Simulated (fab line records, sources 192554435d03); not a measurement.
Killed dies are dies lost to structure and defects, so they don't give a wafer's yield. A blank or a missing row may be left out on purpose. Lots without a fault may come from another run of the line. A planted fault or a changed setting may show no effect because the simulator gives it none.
fab line records | flow n5_finfet
record lots=7 wafers=21
route steps=1938 shown BEOL_M4@1050 BEOL_M5@1140 BEOL_M7@1269 BEOL_M9@1407 BEOL_M10@1494
start_h: hours from the record's first day to the start of the lot's first wafer shown | wait_h: hours since the lot's step before | " the same as in the row above | L1.1+2: a row that stands for several wafers | - no value, or no start given | * or withheld: withheld | < > ~ a bound
route shown NAME@n: a module of which the file shows steps, and the number in the route of the first | usual: mean/standard deviation of fault-free wafers | same: alike in all rows | chamber/n: place in a boat | sites: the reading at each site | _std_site: their standard deviation | _edge_site: outer sites' mean less inner sites' | radius_mm: how far each site lies from the wafer's centre | mask NAME#n: copy n | behind: the tool/chamber that last shaped the wafer | hold: why the lot was held/for how many hours/how that ended | device: the transistor (n, p or np) that didn't switch | end of line: the same wafers' tests at the end of the route | a step without rows: its recipe alone | killed: dies lost to structure and defects at the first sort, not the wafer's yield | map: a wafer's dies, x killed, . not, _ none there
set.NAME: the setting as run; set.NAME@STEP: as run at that earlier step | model.NAME: the simulator's own value behind a step, which no gauge read
lots whose settings were changed on purpose; a table a step, a row a wafer
## steps
# step N5_BEOL_M4_COAT_22
# recipe resist=CAR-EUV spin_rpm=1500 resist_thk_nm=30
# columns lot.wafer tool chamber start_h wait_h set.spin_rpm model.CAR-EUV_of_BEOL_M4_COAT_22.thk_nm
L075.1 litho_track-05 0 - - 1420 31
L075.2 " 0 " " 1500 30
L075.3 " 0 " " 1500 30.2
L076.2+3+6 litho_track-03 0 - - 1578 29.2
L077.1 litho_track-04 0 - - 1634 28.8
L077.5 " 0 " " 1500 30
L077.6 " 0 " " 1500 30.2
L080.1+3+6 litho_track-03 0 - - 1500 30
L081.4+6 litho_track-03 0 - - 1500 30
L081.5 " 0 " " 1500 30.2
L084.1 litho_track-04 0 - - 1649 28.8
L084.5+6 " 0 " " 1500 30.2
L092.2+4 litho_track-04 0 - - 1653 28.6
L092.3 " 0 " " 1500 30
# step N5_BEOL_M4_EBR_24
# recipe solvent=PGMEA ebr_width_mm=1.5
# step N5_BEOL_M4_SOFTBAKE_23
# recipe temp_c=110 time_s=60 resist=CAR-EUV
# step N5_BEOL_M4_EXPOSE_25
# recipe mask_id=V3 na=0.33 source_shape=quasar sigma_inner=0.2 sigma_outer=0.8 polarization=unpolarized defocus_nm=5 dose_mj=63
# step N5_BEOL_M4_PEB_26
# recipe peb_temp_c=100 peb_time_s=60 resist=CAR-EUV
# step N5_BEOL_M4_DEVELOP_27
# recipe develop_time_s=30 developer=TMAH resist=CAR-EUV rinse_liquid=surfactant_rinse dry=air_spin dev_temp_c=23
# columns lot.wafer tool chamber start_h wait_h set.spin_rpm@BEOL_M4_COAT_22 model.CAR-EUV_of_BEOL_M4_COAT_22.thk_nm
L075.1 litho_track-04 0 - - 1420 30.4
L075.2+3 " 0 " " 1500 29.6
L076.2+3+6 litho_track-03 0 - - 1578 28.8
L077.1 litho_track-03 0 - - 1634 28.4
L077.5+6 " 0 " " 1500 29.6
L080.1+3+6 litho_track-05 0 - - 1500 29.6
L081.4+5+6 litho_track-03 0 - - 1500 29.6
L084.1 litho_track-05 0 - - 1649 28.4
L084.5+6 " 0 " " 1500 29.6
L092.2+4 litho_track-04 0 - - 1653 28.2
L092.3 " 0 " " 1500 29.6
# step N5_BEOL_M4_ALD_98
# recipe material=SiO2 target_thk_a=25 temp_c=100 ald_precursor_family=BDEAS ald_co_reactant=O2-plasma pulse_time_s=1 co_reactant_pulse_time_s=1 purge_time_s=2 co_reactant_purge_time_s=2 ald_cycles=17 pressure_torr=2
# step N5_BEOL_M4_ETCHBACK_99
# recipe chemistry=CHF3 target=SiO2 target_depth_a=50 time_s=10.4 source_w=215 bias_w=47 Ar_flow_sccm=200 CHF3_flow_sccm=12 ion_energy_ev=100 pressure_mtorr=30
# step N5_BEOL_M4_ETCH_70
# recipe chemistry=N2/H2 target=SOC target_depth_a=800 overetch_a=240 mask_material=SiARC temp_c=40 time_s=130 ion_energy_ev=200 pressure_mtorr=30 source_w=840 bias_w=150 n2_flow_sccm=200 h2_flow_sccm=200
# columns lot.wafer tool chamber start_h wait_h set.spin_rpm@BEOL_M4_COAT_67 model.etch.depth_nm
L075.1 rie_diel-02 3 181.03 0.0 1500 60.07
L075.2 " 1 " " 1500 60.1
L075.3 " 0 " " 1500 60.01
L076.2+6 rie_diel-02 3,2 193.79 0.0 1500 59.53
L076.3 " 2 " " 1500 59.56
L077.1 rie_diel-01 1 194.26 0.0 1500 59.96
L077.5 " 1 " " 1567 58.93
L077.6 " 2 " " 1567 58.77
L081.4 rie_diel-01 2 212.13 0.0 1500 59.93
L081.5 " 1 " " 1500 60.18
L081.6 " 2 " " 1500 60.09
L080.1 rie_diel-05 1 224.61 0.0 1500 59.97
L080.3 " 3 " " 1500 59.94
L080.6 " 1 " " 1500 59.96
L084.1 rie_diel-01 1 230.04 0.0 1500 60.17
L084.5 " 2 " " 1500 60.19
L084.6 " 1 " " 1395 62.24
L092.2 rie_diel-01 0 276.41 0.0 1571 58.47
L092.3 " 1 " " 1500 59.88
L092.4 " 3 " " 1500 59.94
# step N5_BEOL_M4_STRIP_71
# recipe chemistry=N2/H2 temp_c=40 n2_flow_sccm=200 h2_flow_sccm=200 rf_frequency_hz=6e+07
# step N5_BEOL_M4_STRIP_78
# recipe chemistry=N2/H2 temp_c=40 n2_flow_sccm=200 h2_flow_sccm=200 rf_frequency_hz=6e+07
# step N5_BEOL_M4_VIA_ETCH_34
# recipe chemistry=C4F6/O2 target_depth_a=694 mask_material=SOC pressure_mtorr=15 ion_energy_ev=250 taper_deg=4 time_s=65.9 source_w=350 bias_w=170 Ar_flow_sccm=300 C4F6_flow_sccm=10 O2_flow_sccm=10
# columns lot.wafer tool chamber start_h wait_h set.spin_rpm@BEOL_M4_COAT_67 model.SOC_of_BEOL_M4_COAT_67.thk_nm
L075.1 rie_diel-02 3 181.14 0.0 1500 51.8
L075.2+3 " 1,0 " " 1500 52
L076.2 rie_diel-02 3 193.90 0.0 1500 51
L076.3 " 2 " " 1500 51.4
L076.6 " 2 " " 1500 51.2
L077.1 rie_diel-01 1 194.37 0.0 1500 51.6
L077.5 " 1 " " 1567 50.6
L077.6 " 2 " " 1567 50.8
L081.4+6 rie_diel-01 2 212.23 0.0 1500 52
L081.5 " 1 " " 1500 51.8
L080.1+6 rie_diel-05 1 224.71 0.0 1500 52
L080.3 " 3 " " 1500 51.4
L084.1 rie_diel-01 1 230.14 0.0 1500 51.8
L084.5 " 2 " " 1500 52.2
L084.6 " 1 " " 1395 53.8
L092.2 rie_diel-01 0 276.51 0.0 1571 50.6
L092.3 " 1 " " 1500 51.4
L092.4 " 3 " " 1500 51.8
# step N5_BEOL_M5_COAT_66
# recipe resist=SiARC temp_c=220 time_s=60 spin_rpm=1500 resist_thk_nm=12
# columns lot.wafer tool chamber start_h wait_h set.spin_rpm model.SiARC_of_BEOL_M5_COAT_66.thk_nm
L075.1+2+3 litho_track-05 0 - - 1500 12
L076.2+3 litho_track-01 0 - - 1500 12
L076.6 " 0 " " 1549 11.8
L077.1 litho_track-02 0 - - 1574 11.8
L077.5 " 0 " " 1574 11.6
L077.6 " 0 " " 1500 12
L081.4+5 litho_track-01 0 - - 1500 12
L081.6 " 0 " " 1573 11.8
L080.1+3+6 litho_track-02 0 - - 1500 12
L084.1+5 litho_track-02 0 - - 1500 12
L084.6 " 0 " " 1389 12.4
L092.2 litho_track-05 0 - - 1547 11.8
L092.3+4 " 0 " " 1500 12
# step N5_BEOL_M5_COAT_22
# recipe resist=CAR-EUV spin_rpm=1500 resist_thk_nm=30
# columns lot.wafer tool chamber start_h wait_h set.spin_rpm model.CAR-EUV_of_BEOL_M5_COAT_22.thk_nm
L075.1+3 litho_track-05 0 - - 1620 28.8
L075.2 " 0 " " 1500 30
L076.2 litho_track-01 0 - - 1554 29.6
L076.3 " 0 " " 1500 30
L076.6 " 0 " " 1500 29.8
L077.1+5+6 litho_track-02 0 - - 1500 30
L081.4 litho_track-01 0 - - 1500 30
L081.5+6 " 0 " " 1405 31
L080.1+3+6 litho_track-02 0 - - 1500 30
L084.1 litho_track-02 0 - - 1500 29.8
L084.5+6 " 0 " " 1355 31.6
L092.2+4 litho_track-05 0 - - 1372 31.4
L092.3 " 0 " " 1500 30.2
# step N5_BEOL_M5_EBR_24
# recipe solvent=PGMEA ebr_width_mm=1.5
# step N5_BEOL_M5_SOFTBAKE_23
# recipe temp_c=110 time_s=60 resist=CAR-EUV
# step N5_BEOL_M5_DESCUM_33
# recipe chemistry=O2 time_s=7 source_power_w=50 bias_power_w=20 pressure_mtorr=20 rf_frequency_hz=2.712e+07 temp_c=40 resist=CAR-EUV o2_flow_sccm=225
# columns lot.wafer tool chamber start_h wait_h set.spin_rpm@BEOL_M5_COAT_22 model.CAR-EUV_of_BEOL_M5_COAT_22.thk_nm
L075.1+3 rie_diel-03 3,2 190.32 0.2 1620 25
L075.2 " 0 " " 1500 26
L076.2 rie_diel-06 1 204.96 0.3 1554 25.6
L076.3+6 " 2,3 " " 1500 26
L077.1+5+6 rie_diel-06 1,1,2 205.35 0.5 1500 26
L081.4 rie_diel-03 1 222.52 0.0 1500 26.2
L081.5+6 " 3,2 " " 1405 27
L080.1+3+6 rie_diel-06 0,2,1 238.57 0.0 1500 26
L084.1 rie_diel-03 1 243.11 0.0 1500 26
L084.5 " 3 " " 1355 27.8
L084.6 " 2 " " 1355 27.6
L092.2 rie_diel-03 2 286.88 0.1 1372 27.4
L092.3 " 3 " " 1500 26.2
L092.4 " 0 " " 1372 27.6
# step N5_BEOL_M5_ETCH_75
# recipe chemistry=N2/H2 target=underlayer target_depth_a=65 mask_material=CAR-EUV time_s=5.2 ion_energy_ev=200 pressure_mtorr=30 source_w=840 bias_w=150 n2_flow_sccm=200 h2_flow_sccm=200 ends=cleared
# step N5_BEOL_M5_ETCH_67
# recipe chemistry=CF4 target=SiARC target_depth_a=156 mask_material=CAR-EUV time_s=26 ion_energy_ev=80 pressure_mtorr=40 source_w=545 bias_w=36 Ar_flow_sccm=100 cf4_flow_sccm=100 ends=cleared
# columns lot.wafer tool chamber start_h wait_h set.spin_rpm@BEOL_M5_COAT_66 set.spin_rpm@BEOL_M5_COAT_22 model.CAR-EUV_of_BEOL_M5_COAT_22.thk_nm model.etch.depth_nm
L075.1 rie_diel-03 3 190.37 0.0 1500 1620 10.2 11.96
L075.2 " 0 " " 1500 1500 11.2 11.94
L075.3 " 2 " " 1500 1620 10 11.98
L076.2 rie_diel-06 1 205.01 0.0 1500 1554 10.6 12.09
L076.3 " 2 " " 1500 1500 11 12.05
L076.6 " 3 " " 1549 1500 11 11.86
L077.1 rie_diel-06 1 205.40 0.0 1574 1500 11.4 11.71
L077.5 " 1 " " 1574 1500 11.4 11.69
L077.6 " 2 " " 1500 1500 11 11.98
L081.4 rie_diel-03 1 222.57 0.0 1500 1500 11.2 12.02
L081.5 " 3 " " 1500 1405 12.2 12.04
L081.6 " 2 " " 1573 1405 12.2 11.72
L080.1 rie_diel-06 0 238.62 0.0 1500 1500 11.2 11.92
L080.3 " 2 " " 1500 1500 11 11.96
L080.6 " 1 " " 1500 1500 11.2 11.93
L084.1 rie_diel-03 1 243.16 0.0 1500 1500 11.2 11.98
L084.5 " 3 " " 1500 1355 12.8 11.98
L084.6 " 2 " " 1389 1355 12.4 12.44
L092.2 rie_diel-03 2 286.93 0.0 1547 1372 12.6 11.81
L092.3 " 3 " " 1500 1500 11.4 11.97
L092.4 " 0 " " 1500 1372 12.6 11.96
# step N5_BEOL_M7_COAT_60
# recipe resist=SiARC temp_c=220 time_s=60 spin_rpm=1500 resist_thk_nm=35
# columns lot.wafer tool chamber start_h wait_h set.spin_rpm model.SiARC_of_BEOL_M7_COAT_60.thk_nm
L075.1 litho_track-01 0 - - 1500 35
L075.2 " 0 " " 1381 36.6
L075.3 " 0 " " 1381 36.4
L076.2+3 litho_track-04 0 - - 1616 33.8
L076.6 " 0 " " 1500 35
L077.1+5 litho_track-05 0 - - 1500 35
L077.6 " 0 " " 1423 35.8
L081.4+6 litho_track-05 0 - - 1500 34.8
L081.5 " 0 " " 1631 33.6
L080.1+3 litho_track-04 0 - - 1500 35
L080.6 " 0 " " 1500 35.2
L084.1 litho_track-05 0 - - 1651 33.4
L084.5 " 0 " " 1500 35
L084.6 " 0 " " 1651 33.2
L092.2 litho_track-01 0 - - 1500 35
L092.3 " 0 " " 1500 35.2
L092.4 " 0 " " 1412 36.2
# step N5_BEOL_M7_COAT_05
# recipe resist=CAR-ArF spin_rpm=1500 resist_thk_nm=90
# step N5_BEOL_M7_EBR_07
# recipe solvent=PGMEA ebr_width_mm=1.5
# step N5_BEOL_M7_DESCUM_16
# recipe chemistry=O2 time_s=7.9 source_power_w=50 bias_power_w=20 pressure_mtorr=20 rf_frequency_hz=2.712e+07 temp_c=40 resist=CAR-ArF o2_flow_sccm=225
# step N5_BEOL_M7_ETCH_61
# recipe chemistry=CF4 target=SiARC target_depth_a=455 mask_material=CAR-ArF time_s=75.8 ion_energy_ev=80 pressure_mtorr=40 source_w=545 bias_w=36 Ar_flow_sccm=100 cf4_flow_sccm=100 ends=cleared
# columns lot.wafer tool chamber start_h wait_h set.spin_rpm@BEOL_M7_COAT_60 model.etch.depth_nm model.CAR-ArF_of_BEOL_M7_COAT_05.thk_nm
L075.1 rie_diel-06 1 209.05 0.0 1500 35 51.4
L075.2 " 2 " " 1381 36.52 49.6
L075.3 " 3 " " 1381 36.44 49.6
L076.2 rie_diel-03 3 225.02 0.0 1616 33.84 52.4
L076.3 " 2 " " 1616 33.78 52.4
L076.6 " 3 " " 1500 35.03 51.2
L077.1 rie_diel-06 3 225.52 0.0 1500 34.95 50.6
L077.5 " 0 " " 1500 35.05 50.4
L077.6 " 3 " " 1423 35.86 50
L081.4 rie_diel-06 0 240.24 0.0 1500 34.78 50.8
L081.5 " 0 " " 1631 33.5 51.8
L081.6 " 1 " " 1500 34.85 50.8
L080.1 rie_diel-06 0 257.35 0.0 1500 35.09 51
L080.3 " 3 " " 1500 35.05 51.4
L080.6 " 2 " " 1500 35.12 51
L084.1 rie_diel-06 0 261.30 0.0 1651 33.32 52.4
L084.5 " 3 " " 1500 34.92 51
L084.6 " 2 " " 1651 33.29 52.4
L092.2 rie_diel-03 2 305.77 0.0 1500 34.98 50.8
L092.3 " 3 " " 1500 35.18 50.6
L092.4 " 1 " " 1412 36.11 50
# step N5_BEOL_M7_ETCH_62
# recipe chemistry=N2/H2 target=SOC target_depth_a=1100 overetch_a=220 mask_material=SiARC temp_c=40 time_s=165 ion_energy_ev=200 pressure_mtorr=30 source_w=840 bias_w=150 n2_flow_sccm=200 h2_flow_sccm=200
# usual rf_vpp_V=523.6/2.3
# columns lot.wafer tool chamber start_h wait_h set.source_w set.spin_rpm@BEOL_M7_COAT_60 rf_vpp_V model.SiARC_of_BEOL_M7_COAT_60.thk_nm
L075.1 rie_diel-06 1 209.11 0.0 894.9 1500 512.6 28.6
L075.2 " 2 " " 894.9 1381 511.4 29.4
L075.3 " 3 " " 894.9 1381 509.4 30
L076.2 rie_diel-03 3 225.07 0.0 987 1616 497.1 26.8
L076.3 " 2 " " 840 1616 522.7 26.8
L076.6 " 3 " " 840 1500 526.2 28.6
L077.1 rie_diel-06 3 225.57 0.0 840 1500 520.2 28.6
L077.5 " 0 " " 840 1500 522.6 28.2
L077.6 " 3 " " 840 1423 519.8 29.6
L081.4 rie_diel-06 0 240.29 0.0 840 1500 524.5 28
L081.5 " 0 " " 891.1 1631 512.2 26.4
L081.6 " 1 " " 891.1 1500 512.3 28.6
L080.1 rie_diel-06 0 257.41 0.0 840 1500 524.2 28.4
L080.3 " 3 " " 840 1500 519.6 28.8
L080.6 " 2 " " 840 1500 521.6 28.2
L084.1 rie_diel-06 0 261.36 0.0 840 1651 524.2 26.6
L084.5 " 3 " " 840 1500 519.4 28.6
L084.6 " 2 " " 840 1651 523.1 26.4
L092.2 rie_diel-03 2 305.82 0.0 977.3 1500 495.6 27.4
L092.3 " 3 " " 840 1500 524.7 28.8
L092.4 " 1 " " 977.3 1412 499.7 29.6
# step N5_BEOL_M9_COAT_60
# recipe resist=SiARC temp_c=220 time_s=60 spin_rpm=1500 resist_thk_nm=30
# columns lot.wafer tool chamber start_h wait_h set.spin_rpm model.SiARC_of_BEOL_M9_COAT_60.thk_nm
L075.1 litho_track-05 0 - - 1384 31.2
L075.2 " 0 " " 1384 31.4
L075.3 " 0 " " 1500 30
L076.2 litho_track-03 0 - - 1500 29.8
L076.3 " 0 " " 1500 30
L076.6 " 0 " " 1642 28.6
L077.1+6 litho_track-04 0 - - 1432 30.8
L077.5 " 0 " " 1500 30
L081.4+6 litho_track-03 0 - - 1500 30
L081.5 " 0 " " 1387 31.2
L080.1+6 litho_track-04 0 - - 1500 30.2
L080.3 " 0 " " 1500 30
L084.1 litho_track-04 0 - - 1616 29.2
L084.5 " 0 " " 1500 30.2
L084.6 " 0 " " 1616 29
L092.2+3 litho_track-05 0 - - 1578 29.2
L092.4 " 0 " " 1500 30
# step N5_BEOL_M9_COAT_05
# recipe resist=CAR-ArF spin_rpm=1500 resist_thk_nm=90
# step N5_BEOL_M9_EBR_07
# recipe solvent=PGMEA ebr_width_mm=1.5
# step N5_BEOL_M9_DESCUM_16
# recipe chemistry=O2 time_s=7.9 source_power_w=50 bias_power_w=20 pressure_mtorr=20 rf_frequency_hz=2.712e+07 temp_c=40 resist=CAR-ArF o2_flow_sccm=225
# step N5_BEOL_M9_ETCH_61
# recipe chemistry=CF4 target=SiARC target_depth_a=390 mask_material=CAR-ArF time_s=65 ion_energy_ev=80 pressure_mtorr=40 source_w=545 bias_w=36 Ar_flow_sccm=100 cf4_flow_sccm=100 ends=cleared
# columns lot.wafer tool chamber start_h wait_h set.spin_rpm@BEOL_M9_COAT_60 model.CAR-ArF_of_BEOL_M9_COAT_05.thk_nm model.etch.depth_nm
L075.1 rie_diel-06 1 225.09 0.0 1384 54 31.23
L075.2 " 0 " " 1384 54 31.35
L075.3 " 3 " " 1500 55.2 30.05
L076.2 rie_diel-03 2 244.79 0.0 1500 56 29.8
L076.3 " 1 " " 1500 55.8 29.92
L076.6 " 2 " " 1642 57 28.69
L077.1 rie_diel-06 3 245.71 0.0 1432 55 30.77
L077.5 " 2 " " 1500 55.6 30.03
L077.6 " 1 " " 1432 55 30.76
L081.4 rie_diel-04 1 257.32 0.0 1500 55.6 29.99
L081.5 " 2 " " 1387 54.8 31.14
L081.6 " 3 " " 1500 56 29.97
L080.1 rie_diel-04 0 271.98 0.0 1500 55.6 30.15
L080.3 " 3 " " 1500 55.8 30.07
L080.6 " 3 " " 1500 55.6 30.13
L084.1 rie_diel-03 3 277.23 0.0 1616 56.6 29.15
L084.5 " 3 " " 1500 55.6 30.27
L084.6 " 0 " " 1616 56.6 29.1
L092.2 rie_diel-03 2 325.93 0.0 1578 56.6 29.17
L092.3 " 1 " " 1578 56.6 29.25
L092.4 " 0 " " 1500 55.8 30
# step N5_BEOL_M10_COAT_63
# recipe resist=SOC temp_c=250 time_s=60 spin_rpm=1500 resist_thk_nm=100
# columns lot.wafer tool chamber start_h wait_h set.spin_rpm model.SOC_of_BEOL_M10_COAT_63.thk_nm
L075.1 litho_track-01 0 238.60 0.0 1500 100
L075.2 " 0 " " 1401 103.6
L075.3 " 0 " " 1500 100.2
L076.2 litho_track-02 0 255.55 1.4 1500 100
L076.3 " 0 " " 1385 104.2
L076.6 " 0 " " 1385 104
L077.1 litho_track-05 0 255.97 1.7 1428 102.2
L077.5 " 0 " " 1500 99.6
L077.6 " 0 " " 1500 99.8
L081.4+6 litho_track-02 0 267.47 0.0 1500 99.2
L081.5 " 0 " " 1500 99.4
L080.1 litho_track-05 0 282.53 0.9 1500 99.6
L080.3+6 " 0 " " 1500 99.8
L084.1 litho_track-05 0 286.42 1.5 1500 100.2
L084.5 " 0 " " 1334 106
L084.6 " 0 " " 1334 105.8
L092.2 litho_track-05 0 339.91 0.0 1639 95.2
L092.3 " 0 " " 1639 95.4
L092.4 " 0 " " 1500 99.8
## key
split step=N5_BEOL_M4_COAT_22 setting=spin_rpm stated=1500 by=wafer
response step=N5_BEOL_M4_COAT_22 reading=model.CAR-EUV_of_BEOL_M4_COAT_22.thk_nm change=-0.143 per=1% r=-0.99
response step=N5_BEOL_M4_DEVELOP_27 reading=model.CAR-EUV_of_BEOL_M4_COAT_22.thk_nm change=-0.132 per=1% r=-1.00
split step=N5_BEOL_M5_COAT_66 setting=spin_rpm stated=1500 by=wafer
response step=N5_BEOL_M5_COAT_66 reading=model.SiARC_of_BEOL_M5_COAT_66.thk_nm change=-0.0543 per=1% r=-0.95
response step=N5_BEOL_M5_ETCH_67 reading=model.etch.depth_nm change=-0.0607 per=1% r=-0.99
split step=N5_BEOL_M5_COAT_22 setting=spin_rpm stated=1500 by=wafer
response step=N5_BEOL_M5_COAT_22 reading=model.CAR-EUV_of_BEOL_M5_COAT_22.thk_nm change=-0.158 per=1% r=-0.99
response step=N5_BEOL_M5_DESCUM_33 reading=model.CAR-EUV_of_BEOL_M5_COAT_22.thk_nm change=-0.148 per=1% r=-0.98
response step=N5_BEOL_M5_ETCH_67 reading=model.CAR-EUV_of_BEOL_M5_COAT_22.thk_nm change=-0.142 per=1% r=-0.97
split step=N5_BEOL_M7_COAT_60 setting=spin_rpm stated=1500 by=wafer
response step=N5_BEOL_M7_COAT_60 reading=model.SiARC_of_BEOL_M7_COAT_60.thk_nm change=-0.164 per=1% r=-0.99
response step=N5_BEOL_M7_ETCH_61 reading=model.etch.depth_nm change=-0.165 per=1% r=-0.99
response step=N5_BEOL_M7_ETCH_61 reading=model.CAR-ArF_of_BEOL_M7_COAT_05.thk_nm change=+0.147 per=1% r=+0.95
response step=N5_BEOL_M7_ETCH_62 reading=model.SiARC_of_BEOL_M7_COAT_60.thk_nm change=-0.209 per=1% r=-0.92
split step=N5_BEOL_M7_ETCH_62 setting=source_w stated=840 by=wafer
response step=N5_BEOL_M7_ETCH_62 reading=rf_vpp_V change=-1.63 per=1% r=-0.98
split step=N5_BEOL_M9_COAT_60 setting=spin_rpm stated=1500 by=wafer
response step=N5_BEOL_M9_COAT_60 reading=model.SiARC_of_BEOL_M9_COAT_60.thk_nm change=-0.152 per=1% r=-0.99
response step=N5_BEOL_M9_ETCH_61 reading=model.CAR-ArF_of_BEOL_M9_COAT_05.thk_nm change=+0.133 per=1% r=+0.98
response step=N5_BEOL_M9_ETCH_61 reading=model.etch.depth_nm change=-0.146 per=1% r=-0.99
split step=N5_BEOL_M10_COAT_63 setting=spin_rpm stated=1500 by=wafer
response step=N5_BEOL_M10_COAT_63 reading=model.SOC_of_BEOL_M10_COAT_63.thk_nm change=-0.513 per=1% r=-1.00
split outside_this_file step=N5_BEOL_M4_COAT_67 setting=spin_rpm
# split outside_this_file: this setting was split too, and the file shows its column; the key of that split is in another file
